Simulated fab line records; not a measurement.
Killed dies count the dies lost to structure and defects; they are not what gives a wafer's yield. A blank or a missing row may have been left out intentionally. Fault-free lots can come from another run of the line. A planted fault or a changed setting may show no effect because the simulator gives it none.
fab line records / flow nand-harc
record lots=7 wafers=21 last-day=24
route steps=1159 shown P_M0@282 P_M1@285
lots untouched by any fault: they come from a run of this same line in which no faults occurred
start-h: hours from the record's opening day to when the first of the lot's shown wafers began / wait-h: how many hours have passed since the lot's step before this one / " same as the row above / L1.1+2: a row that stands for several wafers / - no value, or no start given / * or withheld: withheld / < > ~ a bound
route shown NAME@n: NAME is a module with steps in the file, n the number in the route of the first one / usual: average and standard deviation across the fault-free wafers / same: alike in all rows / chamber/n: place in a boat / sites: per-site readings / _std_site: how widely they spread, as a standard deviation / _edge_site: outer sites' mean less inner sites' / radius-mm: how far each site lies from the wafer's centre / mask NAME#n: copy n / behind: tool/chamber where the wafer was last shaped / hold: what put the lot on hold/how long, in hours/how the hold closed / device: transistor that didn't switch, given as n, p or np / end of line: tests run on the same wafers once the route is complete / step lacking rows: just its recipe / killed: at the first sort, the dies lost to defects and structure; wafer yield is something else / map: a wafer's dies, marking killed ones x, the rest . and places with no die _
set.NAME: the setting as run; set.NAME@STEP: as run at that earlier step / model.NAME: the simulator's own value behind a step, which no gauge read
lots seen at some steps along the route; tables by step, rows by wafer
services: when a tool's chamber went out of use (start-h, in hours from the record's first day, below 0 if earlier), for how many hours, and the reason
## steps
# step NHARC_P_M0_INSPECT_27
# usual raw-defect-count=286/110
lot.wafer=L932.2 tool=defect-inspect-02 chamber=- start-h=144.98 wait-h=0.0 raw-defect-count=235
lot.wafer=L932.5 tool=defect-inspect-02 chamber=- start-h=144.98 wait-h=0.0 raw-defect-count=278
lot.wafer=L932.6 tool=defect-inspect-02 chamber=- start-h=144.98 wait-h=0.0 raw-defect-count=191
lot.wafer=L933.1 tool=defect-inspect-02 chamber=- start-h=153.45 wait-h=0.0 raw-defect-count=370
lot.wafer=L933.2 tool=defect-inspect-02 chamber=- start-h=153.45 wait-h=0.0 raw-defect-count=260
lot.wafer=L933.5 tool=defect-inspect-02 chamber=- start-h=153.45 wait-h=0.0 raw-defect-count=534
lot.wafer=L934.3 tool=defect-inspect-01 chamber=- start-h=164.56 wait-h=0.0 raw-defect-count=185
lot.wafer=L934.4 tool=defect-inspect-01 chamber=- start-h=164.56 wait-h=0.0 raw-defect-count=191
lot.wafer=L934.5 tool=defect-inspect-01 chamber=- start-h=164.56 wait-h=0.0 raw-defect-count=311
lot.wafer=L944.2 tool=defect-inspect-01 chamber=- start-h=226.47 wait-h=0.0 raw-defect-count=341
lot.wafer=L944.5 tool=defect-inspect-01 chamber=- start-h=226.47 wait-h=0.0 raw-defect-count=249
lot.wafer=L944.6 tool=defect-inspect-01 chamber=- start-h=226.47 wait-h=0.0 raw-defect-count=211
lot.wafer=L947.3 tool=defect-inspect-02 chamber=- start-h=235.62 wait-h=0.0 raw-defect-count=221
lot.wafer=L947.4 tool=defect-inspect-02 chamber=- start-h=235.62 wait-h=0.0 raw-defect-count=423
lot.wafer=L947.5 tool=defect-inspect-02 chamber=- start-h=235.62 wait-h=0.0 raw-defect-count=313
lot.wafer=L946.1 tool=defect-inspect-01 chamber=- start-h=236.43 wait-h=0.0 raw-defect-count=129
lot.wafer=L946.2 tool=defect-inspect-01 chamber=- start-h=236.43 wait-h=0.0 raw-defect-count=169
lot.wafer=L946.5 tool=defect-inspect-01 chamber=- start-h=236.43 wait-h=0.0 raw-defect-count=132
lot.wafer=L950.1 tool=defect-inspect-02 chamber=- start-h=250.36 wait-h=0.0 raw-defect-count=327
lot.wafer=L950.3 tool=defect-inspect-02 chamber=- start-h=250.36 wait-h=0.0 raw-defect-count=115
lot.wafer=L950.5 tool=defect-inspect-02 chamber=- start-h=250.36 wait-h=0.0 raw-defect-count=386
# step NHARC_P_M0_PRE_CLEAN_31
# recipe time-s=12 temp-c=370 rf-power-w=300 gas=NH3
# usual heater-power-w=575/68
# same time-s=12
lot.wafer=L932.2 tool=pecvd-04 chamber=2 start-h=145.06 wait-h=0.1 heater-power-w=573 since-wet-clean-h=118
lot.wafer=L932.5 tool=pecvd-04 chamber=2 start-h=145.06 wait-h=0.1 heater-power-w=579 since-wet-clean-h=-
lot.wafer=L932.6 tool=pecvd-04 chamber=0 start-h=145.06 wait-h=0.1 heater-power-w=660 since-wet-clean-h=-
lot.wafer=L933.2 tool=pecvd-03 chamber=2 start-h=153.53 wait-h=0.1 heater-power-w=555 since-wet-clean-h=29
lot.wafer=L933.1 tool=pecvd-03 chamber=0 start-h=153.53 wait-h=0.1 heater-power-w=522 since-wet-clean-h=29
lot.wafer=L933.5 tool=pecvd-03 chamber=0 start-h=153.53 wait-h=0.1 heater-power-w=520 since-wet-clean-h=-
lot.wafer=L934.3 tool=pecvd-03 chamber=0 start-h=164.74 wait-h=0.2 heater-power-w=477 since-wet-clean-h=40
lot.wafer=L934.5 tool=pecvd-03 chamber=2 start-h=164.74 wait-h=0.2 heater-power-w=578 since-wet-clean-h=-
lot.wafer=L934.4 tool=pecvd-03 chamber=0 start-h=164.74 wait-h=0.2 heater-power-w=461 since-wet-clean-h=-
lot.wafer=L944.2 tool=pecvd-02 chamber=1 start-h=226.57 wait-h=0.1 heater-power-w=603 since-wet-clean-h=60
lot.wafer=L944.6 tool=pecvd-02 chamber=2 start-h=226.57 wait-h=0.1 heater-power-w=503 since-wet-clean-h=-
lot.wafer=L944.5 tool=pecvd-02 chamber=0 start-h=226.57 wait-h=0.1 heater-power-w=656 since-wet-clean-h=-
lot.wafer=L947.3 tool=pecvd-04 chamber=0 start-h=235.80 wait-h=0.2 heater-power-w=602 since-wet-clean-h=28
lot.wafer=L947.4 tool=pecvd-04 chamber=1 start-h=235.80 wait-h=0.2 heater-power-w=555 since-wet-clean-h=-
lot.wafer=L947.5 tool=pecvd-04 chamber=2 start-h=235.80 wait-h=0.2 heater-power-w=604 since-wet-clean-h=-
lot.wafer=L946.1 tool=pecvd-03 chamber=2 start-h=236.51 wait-h=0.1 heater-power-w=632 since-wet-clean-h=112
lot.wafer=L946.2 tool=pecvd-03 chamber=0 start-h=236.51 wait-h=0.1 heater-power-w=468 since-wet-clean-h=112
lot.wafer=L946.5 tool=pecvd-03 chamber=2 start-h=236.51 wait-h=0.1 heater-power-w=619 since-wet-clean-h=-
lot.wafer=L950.1 tool=pecvd-03 chamber=0 start-h=250.43 wait-h=0.1 heater-power-w=441 since-wet-clean-h=126
lot.wafer=L950.3 tool=pecvd-03 chamber=1 start-h=250.43 wait-h=0.1 heater-power-w=571 since-wet-clean-h=126
lot.wafer=L950.5 tool=pecvd-03 chamber=0 start-h=250.43 wait-h=0.1 heater-power-w=446 since-wet-clean-h=-
# step NHARC_P_M0_DEP_32
# recipe target-thk-a=300 temp-c=370 target-thk-nm=30 pressure-torr=3 flow-sccm=200 rf-w=450 material=SiCN
# usual heater-power-w=527/64
lot.wafer=L932.2 tool=pecvd-04 chamber=2 start-h=145.16 wait-h=0.1 heater-power-w=581 since-wet-clean-h=118
lot.wafer=L932.5 tool=pecvd-04 chamber=2 start-h=145.16 wait-h=0.1 heater-power-w=578 since-wet-clean-h=-
lot.wafer=L932.6 tool=pecvd-04 chamber=0 start-h=145.16 wait-h=0.1 heater-power-w=564 since-wet-clean-h=-
lot.wafer=L933.2 tool=pecvd-03 chamber=2 start-h=153.64 wait-h=0.1 heater-power-w=481 since-wet-clean-h=29
lot.wafer=L933.1 tool=pecvd-03 chamber=0 start-h=153.64 wait-h=0.1 heater-power-w=478 since-wet-clean-h=29
lot.wafer=L933.5 tool=pecvd-03 chamber=0 start-h=153.64 wait-h=0.1 heater-power-w=482 since-wet-clean-h=-
lot.wafer=L934.3 tool=pecvd-03 chamber=0 start-h=164.85 wait-h=0.1 heater-power-w=445 since-wet-clean-h=41
lot.wafer=L934.5 tool=pecvd-03 chamber=2 start-h=164.85 wait-h=0.1 heater-power-w=567 since-wet-clean-h=-
lot.wafer=L934.4 tool=pecvd-03 chamber=0 start-h=164.85 wait-h=0.1 heater-power-w=466 since-wet-clean-h=-
lot.wafer=L944.2 tool=pecvd-02 chamber=1 start-h=226.70 wait-h=0.1 heater-power-w=582 since-wet-clean-h=61
lot.wafer=L944.6 tool=pecvd-02 chamber=2 start-h=226.70 wait-h=0.1 heater-power-w=440 since-wet-clean-h=-
lot.wafer=L944.5 tool=pecvd-02 chamber=0 start-h=226.70 wait-h=0.1 heater-power-w=628 since-wet-clean-h=-
lot.wafer=L947.3 tool=pecvd-04 chamber=0 start-h=235.88 wait-h=0.1 heater-power-w=567 since-wet-clean-h=28
lot.wafer=L947.4 tool=pecvd-04 chamber=1 start-h=235.88 wait-h=0.1 heater-power-w=520 since-wet-clean-h=-
lot.wafer=L947.5 tool=pecvd-04 chamber=2 start-h=235.88 wait-h=0.1 heater-power-w=623 since-wet-clean-h=-
lot.wafer=L946.1 tool=pecvd-03 chamber=2 start-h=236.62 wait-h=0.1 heater-power-w=485 since-wet-clean-h=112
lot.wafer=L946.2 tool=pecvd-03 chamber=0 start-h=236.62 wait-h=0.1 heater-power-w=487 since-wet-clean-h=112
lot.wafer=L946.5 tool=pecvd-03 chamber=2 start-h=236.62 wait-h=0.1 heater-power-w=503 since-wet-clean-h=-
lot.wafer=L950.1 tool=pecvd-03 chamber=0 start-h=250.51 wait-h=0.1 heater-power-w=480 since-wet-clean-h=126
lot.wafer=L950.3 tool=pecvd-03 chamber=1 start-h=250.51 wait-h=0.1 heater-power-w=573 since-wet-clean-h=126
lot.wafer=L950.5 tool=pecvd-03 chamber=0 start-h=250.51 wait-h=0.1 heater-power-w=493 since-wet-clean-h=-
# step NHARC_P_M1_DEP_00
# recipe target-thk-a=1825 target-thk-nm=182.5 temp-c=withheld pressure-torr=5 flow-sccm=200 rf-w=600 material=SiOC
# step NHARC_P_M1_DEHYDRATE_01
# recipe temp-c=150 time-s=120
# step NHARC_P_M1_HMDS_02
# recipe time-s=30
# step NHARC_P_M1_COAT_34
# recipe temp-c=200 time-s=65
# step NHARC_P_M1_COAT_03
# recipe spin-rpm=1500 resist-thk-nm=90
# step NHARC_P_M1_SOFTBAKE_04
# recipe temp-c=105 time-s=55
# step NHARC_P_M1_EBR_05
# step NHARC_P_M1_EXPOSE_06
# recipe na=1.35 target-cd-nm=130 dose-mj=81.88 mask-id=P_M1
# step NHARC_P_M1_PEB_07
# recipe peb-temp-c=100 peb-time-s=65
# usual chill-plate-temp-C=22.97/0.1 exhaust-pa=44.9/1 heater-power-total-W=156.6/0.44
lot.wafer=L932.2 tool=litho-track-06 chamber=- start-h=146.16 wait-h=0.1 chill-plate-temp-C=- exhaust-pa=- heater-power-total-W=-
lot.wafer=L932.5 tool=litho-track-06 chamber=- start-h=146.16 wait-h=0.1 chill-plate-temp-C=- exhaust-pa=- heater-power-total-W=-
lot.wafer=L932.6 tool=litho-track-06 chamber=- start-h=146.16 wait-h=0.1 chill-plate-temp-C=- exhaust-pa=- heater-power-total-W=-
lot.wafer=L933.1 tool=litho-track-04 chamber=- start-h=154.61 wait-h=0.1 chill-plate-temp-C=- exhaust-pa=- heater-power-total-W=-
lot.wafer=L933.2 tool=litho-track-04 chamber=- start-h=154.61 wait-h=0.1 chill-plate-temp-C=- exhaust-pa=- heater-power-total-W=-
lot.wafer=L933.5 tool=litho-track-04 chamber=- start-h=154.61 wait-h=0.1 chill-plate-temp-C=- exhaust-pa=- heater-power-total-W=-
lot.wafer=L934.3 tool=litho-track-01 chamber=- start-h=165.98 wait-h=0.0 chill-plate-temp-C=- exhaust-pa=- heater-power-total-W=-
lot.wafer=L934.4 tool=litho-track-01 chamber=- start-h=165.98 wait-h=0.0 chill-plate-temp-C=- exhaust-pa=- heater-power-total-W=-
lot.wafer=L934.5 tool=litho-track-01 chamber=- start-h=165.98 wait-h=0.0 chill-plate-temp-C=- exhaust-pa=- heater-power-total-W=-
lot.wafer=L944.2 tool=litho-track-01 chamber=0 start-h=227.64 wait-h=0.1 chill-plate-temp-C=23.02 exhaust-pa=45.9 heater-power-total-W=156.5
lot.wafer=L944.5 tool=litho-track-01 chamber=0 start-h=227.64 wait-h=0.1 chill-plate-temp-C=22.85 exhaust-pa=44.8 heater-power-total-W=157.2
lot.wafer=L944.6 tool=litho-track-01 chamber=0 start-h=227.64 wait-h=0.1 chill-plate-temp-C=23.03 exhaust-pa=44.0 heater-power-total-W=157.1
lot.wafer=L947.3 tool=litho-track-06 chamber=0 start-h=237.02 wait-h=0.0 chill-plate-temp-C=22.98 exhaust-pa=45.4 heater-power-total-W=156.2
lot.wafer=L947.4 tool=litho-track-06 chamber=0 start-h=237.02 wait-h=0.0 chill-plate-temp-C=22.91 exhaust-pa=46.6 heater-power-total-W=156.0
lot.wafer=L947.5 tool=litho-track-06 chamber=0 start-h=237.02 wait-h=0.0 chill-plate-temp-C=23.04 exhaust-pa=44.4 heater-power-total-W=156.8
lot.wafer=L946.1 tool=litho-track-01 chamber=0 start-h=237.75 wait-h=0.1 chill-plate-temp-C=22.79 exhaust-pa=45.2 heater-power-total-W=156.2
lot.wafer=L946.2 tool=litho-track-01 chamber=0 start-h=237.75 wait-h=0.1 chill-plate-temp-C=22.76 exhaust-pa=45.4 heater-power-total-W=156.3
lot.wafer=L946.5 tool=litho-track-01 chamber=0 start-h=237.75 wait-h=0.1 chill-plate-temp-C=22.82 exhaust-pa=45.0 heater-power-total-W=157.1
lot.wafer=L950.1 tool=litho-track-01 chamber=0 start-h=251.56 wait-h=0.1 chill-plate-temp-C=22.97 exhaust-pa=44.5 heater-power-total-W=156.2
lot.wafer=L950.3 tool=litho-track-01 chamber=0 start-h=251.56 wait-h=0.1 chill-plate-temp-C=23.02 exhaust-pa=43.8 heater-power-total-W=157.2
lot.wafer=L950.5 tool=litho-track-01 chamber=0 start-h=251.56 wait-h=0.1 chill-plate-temp-C=23.02 exhaust-pa=45.2 heater-power-total-W=157.1
# step NHARC_P_M1_DEVELOP_08
# recipe develop-time-s=35 dev-temp-c=23
## services
tool=pecvd-03 chamber=0 start-h=124.26 hours=- kind=clean
tool=pecvd-03 chamber=1 start-h=124.26 hours=- kind=clean
tool=pecvd-03 chamber=2 start-h=124.26 hours=- kind=clean
tool=litho-track-04 chamber=- start-h=141.00 hours=7.0 kind=pm
tool=pecvd-02 chamber=- start-h=153.14 hours=13.0 kind=pm
tool=pecvd-02 chamber=0 start-h=153.14 hours=13.0 kind=vent-cycle
tool=pecvd-02 chamber=1 start-h=153.14 hours=13.0 kind=vent-cycle
tool=pecvd-02 chamber=2 start-h=153.14 hours=13.0 kind=vent-cycle
tool=pecvd-02 chamber=0 start-h=166.14 hours=- kind=clean
tool=pecvd-02 chamber=1 start-h=166.14 hours=- kind=clean
tool=pecvd-02 chamber=2 start-h=166.14 hours=- kind=clean
tool=pecvd-03 chamber=- start-h=168.33 hours=5.8 kind=repair
tool=pecvd-02 chamber=2 start-h=170.18 hours=2.3 kind=repair
tool=pecvd-04 chamber=- start-h=195.00 hours=13.0 kind=pm
tool=pecvd-04 chamber=0 start-h=195.00 hours=13.0 kind=vent-cycle
tool=pecvd-04 chamber=1 start-h=195.00 hours=13.0 kind=vent-cycle
tool=pecvd-04 chamber=2 start-h=195.00 hours=13.0 kind=vent-cycle
tool=pecvd-04 chamber=0 start-h=208.00 hours=- kind=clean
tool=pecvd-04 chamber=1 start-h=208.00 hours=- kind=clean
tool=pecvd-04 chamber=2 start-h=208.00 hours=- kind=clean
tool=pecvd-04 chamber=1 start-h=251.46 hours=5.5 kind=repair
## key
first-sign step=NHARC_P_M1_PEB_07 reading=tool-record direction=missing
effect none on later readings
met-at NHARC_P_M1_PEB_07
struck-wafers L932.2,L932.5,L932.6,L933.1,L933.2,L933.5,L934.3,L934.4,L934.5
later-rows-left-out L932.2,L932.5,L932.6,L933.1,L933.2,L933.5,L934.3,L934.4,L934.5
sort-left-out L932.2,L932.5,L932.6,L933.1,L933.2,L933.5,L934.3,L934.4,L934.5
fault kind=skipped-step-whole tool=litho-track-01,litho-track-04,litho-track-06 chamber=- onset-h=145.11 steps=NHARC_P_M1_PEB_07 scope=struck-lots-only
# sort-left-out: the simulated sort isn't trusted on such a fault, so these wafers' sort isn't shown, and their yield isn't known
# later-rows-left-out: the simulator's readings of these wafers behind a module that went badly wrong aren't trusted and aren't shown, but for the sort
